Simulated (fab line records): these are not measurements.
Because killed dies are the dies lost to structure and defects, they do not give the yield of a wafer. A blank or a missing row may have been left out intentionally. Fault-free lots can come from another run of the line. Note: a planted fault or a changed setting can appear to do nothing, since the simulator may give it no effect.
Which of the tools did it? | flow n5-finfet | 66 wafers from 22 lots sampled at 6 of the route's 1938 steps

## WHAT THE GAUGES SHOWED, per wafer
No reading from a measuring or inspecting step in the record can be judged against a usual standard deviation.

## WHAT TOOL EACH LOT RAN ON (gives the tool, then ch and the chambers of the sampled wafers, and finally the start)
lot  | N5_HKMG_FIN_STRIP_89               | N5_GATE_CUT_ETCHBACK_00           | N5_GATE_CUT_ETCH_56               | N5_GATE_CUT_DESCUM_18              | N5_GATE_CUT_ETCH_47               | N5_GATE_CUT_VAPOR_ETCH_48
L074 | rie-diel-05 ch 0,1, day 4 06:40    | rie-metal-01 ch 0,1, day 4 09:50  | rie-metal-01 ch 0,1, day 4 09:58  | rie-diel-03 ch 0,3, day 4 14:02    | rie-metal-02 ch 0,1, day 4 14:34  | rie-metal-02 ch 0,1, day 4 14:36
L076 | rie-diel-02 ch 1,2, day 4 18:06    | rie-metal-03 ch 0,1, day 4 21:08  | rie-metal-03 ch 0,1, day 4 21:16  | rie-diel-04 ch 1,2,3, day 5 01:01  | rie-metal-03 ch 0,1, day 5 01:33  | rie-metal-03 ch 0,1, day 5 01:35
L077 | rie-diel-05 ch 1,2, day 4 23:01    | rie-metal-03 ch 0,1, day 5 02:04  | rie-metal-03 ch 0,1, day 5 02:11  | rie-diel-06 ch 0,1,2, day 5 06:32  | rie-metal-02 ch 0,1, day 5 07:05  | rie-metal-02 ch 0,1, day 5 07:07
L078 | rie-diel-05 ch 0,1,3, day 5 03:53  | rie-metal-01 ch 0,1, day 5 06:59  | rie-metal-01 ch 0,1, day 5 07:06  | rie-diel-06 ch 0,1,2, day 5 10:52  | rie-metal-01 ch 0,1, day 5 11:24  | rie-metal-01 ch 0,1, day 5 11:26
L079 | rie-diel-01 ch 0,1,3, day 5 11:55  | rie-metal-02 ch 0,1, day 5 14:58  | rie-metal-02 ch 0,1, day 5 15:05  | rie-diel-06 ch 0,1,3, day 5 18:45  | rie-metal-02 ch 0,1, day 5 19:18  | rie-metal-02 ch 0,1, day 5 19:20
L080 | rie-diel-01 ch 1,2,3, day 5 20:21  | rie-metal-03 ch 0,1, day 5 23:25  | rie-metal-03 ch 0,1, day 5 23:32  | rie-diel-06 ch 1,2,3, day 6 03:38  | rie-metal-03 ch 0,1, day 6 04:11  | rie-metal-03 ch 0,1, day 6 04:13
L081 | rie-diel-02 ch 0,1, day 5 23:59    | rie-metal-01 ch 0,1, day 6 03:02  | rie-metal-01 ch 0,1, day 6 03:09  | rie-diel-03 ch 0,1,3, day 6 06:49  | rie-metal-03 ch 0,1, day 6 07:22  | rie-metal-03 ch 0,1, day 6 07:24
L082 | rie-diel-05 ch 2,3, day 6 04:35    | rie-metal-03 ch 0,1, day 6 07:37  | rie-metal-03 ch 0,1, day 6 07:44  | rie-diel-06 ch 1,2, day 6 11:40    | rie-metal-01 ch 0,1, day 6 12:13  | rie-metal-01 ch 0,1, day 6 12:14
L083 | rie-diel-05 ch 0,2,3, day 6 12:24  | rie-metal-01 ch 0,1, day 6 15:26  | rie-metal-01 ch 0,1, day 6 15:34  | rie-diel-03 ch 0,1, day 6 19:07    | rie-metal-01 ch 0,1, day 6 19:40  | rie-metal-01 ch 0,1, day 6 19:41
L084 | rie-diel-01 ch 1,2, day 6 18:41    | rie-metal-01 ch 0,1, day 6 21:44  | rie-metal-01 ch 0,1, day 6 21:52  | rie-diel-04 ch 0,3, day 7 02:06    | rie-metal-01 ch 0,1, day 7 02:38  | rie-metal-01 ch 0,1, day 7 02:40
L085 | rie-diel-05 ch 0,3, day 7 01:06    | rie-metal-01 ch 0,1, day 7 04:08  | rie-metal-01 ch 0,1, day 7 04:15  | rie-diel-03 ch 1,3, day 7 08:03    | rie-metal-03 ch 0, day 7 08:35    | rie-metal-03 ch 0, day 7 08:37
L087 | rie-diel-02 ch 2,3, day 7 12:07    | rie-metal-02 ch 1, day 7 15:16    | rie-metal-02 ch 1, day 7 15:31    | rie-diel-03 ch 0,1,3, day 7 19:47  | rie-metal-02 ch 1, day 7 20:29    | rie-metal-02 ch 1, day 7 20:33
L088 | rie-diel-02 ch 0,3, day 7 18:17    | rie-metal-02 ch 1, day 7 21:19    | rie-metal-02 ch 1, day 7 21:34    | rie-diel-04 ch 0,3, day 8 01:16    | rie-metal-01 ch 0,1, day 8 01:49  | rie-metal-01 ch 0,1, day 8 01:51
L089 | rie-diel-05 ch 0,1,3, day 8 00:21  | rie-metal-03 ch 0, day 8 03:35    | rie-metal-03 ch 0, day 8 03:42    | rie-diel-06 ch 0,1, day 8 07:24    | rie-metal-02 ch 0,1, day 8 07:56  | rie-metal-02 ch 0,1, day 8 07:58
L090 | rie-diel-05 ch 0,1,3, day 8 04:52  | rie-metal-03 ch 0,1, day 8 08:06  | rie-metal-03 ch 0,1, day 8 08:13  | rie-diel-03 ch 1,2, day 8 11:50    | rie-metal-03 ch 0,1, day 8 12:23  | rie-metal-03 ch 0,1, day 8 12:25
L091 | rie-diel-02 ch 1,2,3, day 8 13:39  | rie-metal-01 ch 0,1, day 8 16:56  | rie-metal-01 ch 0,1, day 8 17:03  | rie-diel-03 ch 1,2,3, day 8 21:35  | rie-metal-03 ch 0,1, day 8 22:08  | rie-metal-03 ch 0,1, day 8 22:10
L092 | rie-diel-01 ch 0,1,2, day 8 15:59  | rie-metal-01 ch 0,1, day 8 19:12  | rie-metal-01 ch 0,1, day 8 19:19  | rie-diel-06 ch 0,1,3, day 9 00:44  | rie-metal-03 ch 0,1, day 9 01:18  | rie-metal-03 ch 0,1, day 9 01:20
L093 | rie-diel-02 ch 1,2, day 9 00:58    | rie-metal-03 ch 0,1, day 9 04:17  | rie-metal-03 ch 0,1, day 9 04:24  | rie-diel-04 ch 1,2,3, day 9 07:57  | rie-metal-02 ch 0, day 9 08:39    | rie-metal-02 ch 0, day 9 08:43
L094 | rie-diel-01 ch 0,1,3, day 9 03:58  | rie-metal-02 ch 0, day 9 07:06    | rie-metal-02 ch 0, day 9 07:20    | rie-diel-06 ch 0,2,3, day 9 11:11  | rie-metal-02 ch 0, day 9 11:53    | rie-metal-02 ch 0, day 9 11:57
L095 | rie-diel-01 ch 0,1, day 9 08:03    | rie-metal-01 ch 0,1, day 9 11:05  | rie-metal-01 ch 0,1, day 9 11:12  | rie-diel-06 ch 0,1,2, day 9 14:51  | rie-metal-01 ch 0, day 9 15:24    | rie-metal-01 ch 0, day 9 15:26
L096 | rie-diel-02 ch 0,3, day 9 19:39    | rie-metal-03 ch 0, day 9 22:46    | rie-metal-03 ch 0, day 9 22:53    | rie-diel-03 ch 1,2,3, day 10 02:36 | rie-metal-03 ch 0,1, day 10 03:09 | rie-metal-03 ch 0,1, day 10 03:11
L097 | rie-diel-05 ch 1,2,3, day 10 01:08 | rie-metal-02 ch 0,1, day 10 04:11 | rie-metal-02 ch 0,1, day 10 04:17 | rie-diel-04 ch 1,2,3, day 10 07:54 | rie-metal-01 ch 0,1, day 10 08:27 | rie-metal-01 ch 0,1, day 10 08:29
- N5_HKMG_FIN_STRIP_89: strips SOC in N2/H2, time 20 s.
- N5_GATE_CUT_ETCHBACK_00: etches W in SF6/Cl2.
- N5_GATE_CUT_ETCH_56: etches TiN in Cl2/Ar, target depth 21.6 nm.
- N5_GATE_CUT_DESCUM_18: chemistry O2, time 7 s.
- N5_GATE_CUT_ETCH_47: etches SiO2 in Cl2/BCl3, target depth 10 nm.
- N5_GATE_CUT_VAPOR_ETCH_48: etches TiN in BCl3/Cl2.

## AS READ BY THE TOOLS THEMSELVES (means over the sampled wafers that have a number; for cases with no such wafer, the mark the record gives instead)
N5_HKMG_FIN_STRIP_89.
lot  | tool        | bias-power-w (W) | drypump-motor-current-A (A) | oes-product-au (a.u.) | rf-vpp-V (V) | showerhead-plenum-p-Torr (Torr) | temp-c (C) | throttle-valve-pct (%)
L074 | rie-diel-05 | 7.995            | 5.9                         | 0.71                  | 54.4         | 3.41                            | 40.01      | 19.0
L076 | rie-diel-02 | 7.998            | 6.2                         | 0.73                  | 53.8         | 3.26                            | 40.03      | 19.3
L077 | rie-diel-05 | 8.017            | 6.2                         | 0.73                  | 54.6         | 3.40                            | 40.05      | 18.8
L078 | rie-diel-05 | 7.984            | 6.1                         | 0.73                  | 54.4         | 3.33                            | 39.95      | 18.9
L079 | rie-diel-01 | 8.018            | 6.0                         | 0.83                  | 55.0         | 3.40                            | 39.90      | 18.9
L080 | rie-diel-01 | 8.015            | 5.4                         | 0.82                  | 54.3         | 3.36                            | 39.96      | 19.0
L081 | rie-diel-02 | 7.988            | 6.4                         | 0.90                  | 55.1         | 3.54                            | 40.06      | 18.6
L082 | rie-diel-05 | 8.009            | 6.0                         | 0.73                  | 53.4         | 3.28                            | 39.96      | 19.2
L083 | rie-diel-05 | 8.039            | 5.8                         | 0.72                  | 54.4         | 3.36                            | 39.98      | 19.3
L084 | rie-diel-01 | 8.022            | 5.8                         | 0.79                  | 55.0         | 3.43                            | 39.99      | 19.3
L085 | rie-diel-05 | 8.045            | 5.8                         | 0.71                  | 54.2         | 3.35                            | 39.96      | 19.3
L087 | rie-diel-02 | 8.017            | 5.9                         | 0.89                  | 54.7         | 3.50                            | 40.13      | 19.0
L088 | rie-diel-02 | 8.014            | 6.2                         | 0.77                  | 54.2         | 3.49                            | 39.99      | 18.6
L089 | rie-diel-05 | 7.993            | 6.1                         | 0.71                  | 54.7         | 3.32                            | 40.09      | 19.0
L090 | rie-diel-05 | 7.986            | 6.1                         | 0.71                  | 55.0         | 3.32                            | 39.99      | 19.0
L091 | rie-diel-02 | 7.975            | 6.1                         | 0.88                  | 53.8         | 3.51                            | 40.02      | 19.0
L092 | rie-diel-01 | 7.986            | 6.0                         | 0.75                  | 54.3         | 3.36                            | 39.96      | 19.1
L093 | rie-diel-02 | 8.004            | 6.2                         | 0.87                  | 53.8         | 3.52                            | 40.06      | 19.0
L094 | rie-diel-01 | 8.017            | 6.0                         | 0.79                  | 53.4         | 3.38                            | 40.08      | 18.9
L095 | rie-diel-01 | 7.997            | 6.6                         | 0.75                  | 53.6         | 3.40                            | 40.03      | 19.0
L096 | rie-diel-02 | 7.988            | 6.1                         | 0.84                  | 53.7         | 3.51                            | 39.92      | 18.6
L097 | rie-diel-05 | 7.985            | 6.1                         | 0.71                  | 53.7         | 3.33                            | 40.11      | 19.1

N5_GATE_CUT_ETCHBACK_00.
lot  | tool         | drypump-motor-current-A (A) | oes-product-au (a.u.) | throttle-valve-pct (%)
L074 | rie-metal-01 | 5.9                         | 0.76                  | 27.12
L076 | rie-metal-03 | 5.6                         | 0.81                  | 27.45
L077 | rie-metal-03 | 5.6                         | 0.80                  | 27.45
L078 | rie-metal-01 | 5.9                         | 0.77                  | 27.13
L079 | rie-metal-02 | 5.4                         | 0.80                  | 27.65
L080 | rie-metal-03 | 5.3                         | 0.88                  | 27.50
L081 | rie-metal-01 | 5.8                         | 0.73                  | 27.26
L082 | rie-metal-03 | 5.6                         | 0.80                  | 27.46
L083 | rie-metal-01 | 5.9                         | 0.75                  | 27.13
L084 | rie-metal-01 | 5.9                         | 0.72                  | 27.26
L085 | rie-metal-01 | 5.9                         | 0.72                  | 27.27
L087 | rie-metal-02 | 5.5                         | 0.87                  | 27.62
L088 | rie-metal-02 | 5.5                         | 0.86                  | 27.62
L089 | rie-metal-03 | 6.0                         | 0.72                  | 27.40
L090 | rie-metal-03 | 5.6                         | 0.78                  | 27.47
L091 | rie-metal-01 | 5.9                         | 0.74                  | 27.13
L092 | rie-metal-01 | 5.8                         | 0.71                  | 27.26
L093 | rie-metal-03 | 5.3                         | 0.83                  | 27.52
L094 | rie-metal-02 | 5.2                         | 0.97                  | 27.36
L095 | rie-metal-01 | 5.9                         | 0.74                  | 27.15
L096 | rie-metal-03 | 6.0                         | 0.71                  | 27.42
L097 | rie-metal-02 | 5.4                         | 0.88                  | 27.54

N5_GATE_CUT_ETCH_56.
lot  | tool         | drypump-motor-current-A (A) | oes-product-au (a.u.) | throttle-valve-pct (%)
L074 | rie-metal-01 | 5.9                         | 0.77                  | 20.42
L076 | rie-metal-03 | 5.6                         | 0.80                  | 20.87
L077 | rie-metal-03 | 5.6                         | 0.80                  | 20.88
L078 | rie-metal-01 | 5.9                         | 0.77                  | 20.42
L079 | rie-metal-02 | 5.4                         | 0.80                  | 20.92
L080 | rie-metal-03 | 5.3                         | 0.87                  | 20.87
L081 | rie-metal-01 | 5.8                         | 0.73                  | 20.54
L082 | rie-metal-03 | 5.6                         | 0.79                  | 20.89
L083 | rie-metal-01 | 5.9                         | 0.76                  | 20.44
L084 | rie-metal-01 | 5.9                         | 0.73                  | 20.56
L085 | rie-metal-01 | 5.8                         | 0.72                  | 20.55
L087 | rie-metal-02 | 5.5                         | 0.89                  | 20.86
L088 | rie-metal-02 | 5.5                         | 0.88                  | 20.86
L089 | rie-metal-03 | 6.0                         | 0.71                  | 20.90
L090 | rie-metal-03 | 5.6                         | 0.77                  | 20.90
L091 | rie-metal-01 | 5.9                         | 0.74                  | 20.44
L092 | rie-metal-01 | 5.9                         | 0.72                  | 20.57
L093 | rie-metal-03 | 5.3                         | 0.83                  | 20.89
L094 | rie-metal-02 | 5.2                         | 0.96                  | 20.60
L095 | rie-metal-01 | 5.9                         | 0.74                  | 20.46
L096 | rie-metal-03 | 6.0                         | 0.70                  | 20.91
L097 | rie-metal-02 | 5.4                         | 0.88                  | 20.79

N5_GATE_CUT_DESCUM_18.
lot  | tool        | bias-power-w (W) | drypump-motor-current-A (A) | oes-product-au (a.u.) | rf-vpp-V (V) | showerhead-plenum-p-Torr (Torr) | temp-c (C) | throttle-valve-pct (%)
L074 | rie-diel-03 | 20.04            | 6.3                         | 0.71                  | 243.7        | 2.17                            | 40.06      | 20.53
L076 | rie-diel-04 | 20.02            | 6.0                         | 0.74                  | 244.2        | 2.17                            | 39.88      | 20.55
L077 | rie-diel-06 | 19.99            | 5.4                         | 0.78                  | 243.0        | 2.08                            | 40.12      | 20.55
L078 | rie-diel-06 | 20.00            | 5.4                         | 0.78                  | 242.9        | 2.08                            | 39.98      | 20.56
L079 | rie-diel-06 | 20.03            | 5.6                         | 0.73                  | 242.3        | 2.06                            | 40.03      | 20.67
L080 | rie-diel-06 | 19.97            | 5.6                         | 0.77                  | 242.0        | 2.05                            | 40.02      | 20.52
L081 | rie-diel-03 | 20.02            | 6.1                         | 0.70                  | 244.8        | 2.16                            | 39.92      | 20.56
L082 | rie-diel-06 | 20.04            | 5.4                         | 0.79                  | 243.6        | 2.09                            | 39.96      | 20.48
L083 | rie-diel-03 | 19.94            | 6.0                         | 0.70                  | 243.7        | 2.16                            | 39.98      | 20.72
L084 | rie-diel-04 | 19.98            | 5.8                         | 0.84                  | 244.0        | 2.14                            | 40.01      | 20.25
L085 | rie-diel-03 | 19.91            | 5.9                         | 0.70                  | 244.1        | 2.15                            | 39.91      | 20.43
L087 | rie-diel-03 | 19.94            | 6.1                         | 0.69                  | 244.7        | 2.16                            | 39.98      | 20.58
L088 | rie-diel-04 | 20.00            | 5.6                         | 0.78                  | 243.9        | 2.16                            | 40.09      | 20.49
L089 | rie-diel-06 | 19.97            | 5.3                         | 0.74                  | 243.1        | 2.10                            | 39.95      | 20.66
L090 | rie-diel-03 | 19.97            | 5.7                         | 0.78                  | 242.6        | 2.08                            | 39.88      | 20.38
L091 | rie-diel-03 | 19.97            | 5.9                         | 0.84                  | 243.6        | 2.12                            | 39.89      | 20.26
L092 | rie-diel-06 | 19.93            | 5.6                         | 0.72                  | 243.1        | 2.05                            | 40.03      | 20.70
L093 | rie-diel-04 | 20.04            | 6.0                         | 0.72                  | 243.8        | 2.16                            | 40.09      | 20.59
L094 | rie-diel-06 | 19.96            | 5.6                         | 0.73                  | 241.9        | 2.03                            | 39.90      | 20.64
L095 | rie-diel-06 | 19.97            | 5.4                         | 0.75                  | 243.6        | 2.07                            | 40.01      | 20.60
L096 | rie-diel-03 | 20.04            | 5.9                         | 0.81                  | 243.9        | 2.11                            | 40.01      | 20.28
L097 | rie-diel-04 | 19.99            | 6.0                         | 0.71                  | 244.6        | 2.15                            | 40.05      | 20.61

N5_GATE_CUT_ETCH_47.
lot  | tool         | drypump-motor-current-A (A) | oes-product-au (a.u.) | throttle-valve-pct (%)
L074 | rie-metal-02 | 5.4                         | 0.81                  | 22.89
L076 | rie-metal-03 | 5.3                         | 0.89                  | 22.83
L077 | rie-metal-02 | 5.3                         | 0.69                  | 22.96
L078 | rie-metal-01 | 5.9                         | 0.77                  | 22.39
L079 | rie-metal-02 | 5.4                         | 0.79                  | 22.89
L080 | rie-metal-03 | 5.6                         | 0.80                  | 22.81
L081 | rie-metal-03 | 5.6                         | 0.80                  | 22.80
L082 | rie-metal-01 | 5.9                         | 0.73                  | 22.51
L083 | rie-metal-01 | 5.9                         | 0.76                  | 22.39
L084 | rie-metal-01 | 5.9                         | 0.72                  | 22.50
L085 | rie-metal-03 | 6.0                         | 0.73                  | 22.80
L087 | rie-metal-02 | 5.5                         | 0.87                  | 22.83
L088 | rie-metal-01 | 5.9                         | 0.74                  | 22.41
L089 | rie-metal-02 | 5.4                         | 0.91                  | 22.77
L090 | rie-metal-03 | 5.3                         | 0.83                  | 22.85
L091 | rie-metal-03 | 5.6                         | 0.77                  | 22.83
L092 | rie-metal-03 | 5.6                         | 0.77                  | 22.84
L093 | rie-metal-02 | 5.2                         | 0.95                  | 22.67
L094 | rie-metal-02 | 5.2                         | 0.94                  | 22.68
L095 | rie-metal-01 | 5.9                         | 0.77                  | 22.29
L096 | rie-metal-03 | 5.3                         | 0.82                  | 22.85
L097 | rie-metal-01 | 5.9                         | 0.73                  | 22.42

N5_GATE_CUT_VAPOR_ETCH_48.
lot  | tool         | drypump-motor-current-A (A) | oes-product-au (a.u.)
L074 | rie-metal-02 | 5.4                         | 0.80
L076 | rie-metal-03 | 5.3                         | 0.88
L077 | rie-metal-02 | 5.3                         | 0.68
L078 | rie-metal-01 | 5.9                         | 0.76
L079 | rie-metal-02 | 5.4                         | 0.78
L080 | rie-metal-03 | 5.6                         | 0.80
L081 | rie-metal-03 | 5.6                         | 0.81
L082 | rie-metal-01 | 5.9                         | 0.72
L083 | rie-metal-01 | 5.9                         | 0.76
L084 | rie-metal-01 | 5.8                         | 0.73
L085 | rie-metal-03 | 6.0                         | 0.72
L087 | rie-metal-02 | 5.5                         | 0.87
L088 | rie-metal-01 | 5.9                         | 0.75
L089 | rie-metal-02 | 5.4                         | 0.90
L090 | rie-metal-03 | 5.3                         | 0.83
L091 | rie-metal-03 | 5.6                         | 0.77
L092 | rie-metal-03 | 5.6                         | 0.77
L093 | rie-metal-02 | 5.2                         | 0.96
L094 | rie-metal-02 | 5.2                         | 0.94
L095 | rie-metal-01 | 5.9                         | 0.77
L096 | rie-metal-03 | 5.3                         | 0.82
L097 | rie-metal-01 | 5.9                         | 0.74

## THE ANSWER, worked out from the rows above alone
Rule: usual is defined by the lots themselves. Put in order of their means at a reading, lots are off if they are a third of the lots or fewer, leave a main group of 4 or more, and stand apart from it by a gap of 3 or more times the standard deviation of the main group's means; of several such gaps the widest counts. Not used: any main group whose means are identical at the precision the tables above print for the reading. Also off: a lot with no number at a reading for which 4 or more lots have one. Any other lot the step has rows for is counted as sound. The gauges are gone through in route order, then the tools' own readings, and for those a lot's mean is taken as printed above. At the first step where some lot is off, the reading lying furthest off is the one used; lots without a number count as furthest.
Across all readings shown, no lot is off: no conclusion can be drawn from this.

## WHAT THE SIMULATOR HAD PUT IN
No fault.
